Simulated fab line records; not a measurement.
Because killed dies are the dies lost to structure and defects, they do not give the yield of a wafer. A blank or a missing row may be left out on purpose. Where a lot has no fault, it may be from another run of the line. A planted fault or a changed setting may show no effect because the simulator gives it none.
8D (eight disciplines) problem report, filled in by code + flow n5 finfet + the parts of the form that need people (team, actions taken, sign-off) are left out

== 1. THE PROBLEM ==
platen rpm at N5_BEOL_M15_CMP_49 reads a mean of 76.78 rpm on 6 wafers of 2 lots; wafers without a fault read 80.00 rpm with a standard deviation of 0.054. Relative to the usual mean, that is a shift of -60 standard deviations.
The step: polishes, stops on SiO2, t overpolish 4.9 s, target thk 850 nm.
Seen first at day 14 22:38 on cmp-03, wafer L227.2. Wafers with a number at this step in the record: 36, from 12 lots. By rule, "out" or "out of limits" means more than 4 standard deviations away from the usual mean. The rest of the wafers with a number are treated as sound.

== 2. WHAT IT IS, WHAT IT ISN'T ==
| question                    | is                     | is not                                                                    |
|-----------------------------|------------------------|---------------------------------------------------------------------------|
| which readings at this step | platen rpm             | clearing platen down force psi, motor current A, overpolish run s         |
| which lots                  | L227, L228             | L213, L214, L218, L219, L221, L222, L223, L224, L235, L236                |
| which wafers of those lots  | all that have a number | -                                                                         |
| read on which tools         | cmp-03                 | cmp-01, cmp-04                                                            |
| when                        | from day 14 22:38      | up to then (24 sound wafers); but 6 sound wafers of L235, L236 came after |

== 3. THE SUSPECTS, EACH WITH WHAT RULES IT OUT ==
Counting: a tool stays on the suspect list if, at a process step up to the reading, it processed all lots that are out and no sound lot following the first of them.
- rie diel-02 at N5_BEOL_M15_DESCUM_33 (chemistry O2, time 7.9 s): kept. It ran every lot that is out, first L227 (day 14 16:55), and no sound lot after that; its last sound lot up to then is L224 (day 14 12:30).
- cmp-03 at N5_BEOL_M15_CMP_49 (polishes, stops on SiO2, t overpolish 4.9 s, target thk 850 nm): kept. It ran every lot that is out, first L227 (day 14 22:38), and no sound lot after that; its last sound lot up to then is L224 (day 14 14:38). Its own platen rpm readings are out on those wafers.
Left after counting: rie diel-02 at N5_BEOL_M15_DESCUM_33, cmp-03 at N5_BEOL_M15_CMP_49.

== 4. THE CAUSE (what the simulator had put in) ==
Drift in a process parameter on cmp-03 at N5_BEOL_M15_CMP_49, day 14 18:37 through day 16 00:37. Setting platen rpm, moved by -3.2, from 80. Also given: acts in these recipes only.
Of the 2 suspects that counting leaves, this tool is one.

== 5. THE CHAIN OF EFFECTS, in route order ==
Each row: a reading whose mean over the struck wafers that have a number lies more than 3 standard deviations from the usual. Readings are gone through only where the record gives a usual standard deviation; hours: the median, over the lots, of the time from a lot's start at the first step in this table giving one to that lot's start at this step; sigmas: the change measured in usual standard deviations.
| hours | step               | reading    | usual     | on struck wafers | change | sigmas |
|-------|--------------------|------------|-----------|------------------|--------|--------|
| 0     | N5_BEOL_M15_CMP_49 | platen rpm | 80.00 rpm | 76.78            | -3.22  | -60    |
It contains these process steps:
- N5_BEOL_M15_CMP_49: polishes, stops on SiO2, t overpolish 4.9 s, target thk 850 nm.

== 6. WHAT WOULD HAVE CAUGHT IT SOONER ==
In this record no reading fell out of limits until day 14 22:38, 4 hours after the fault had begun at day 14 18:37.
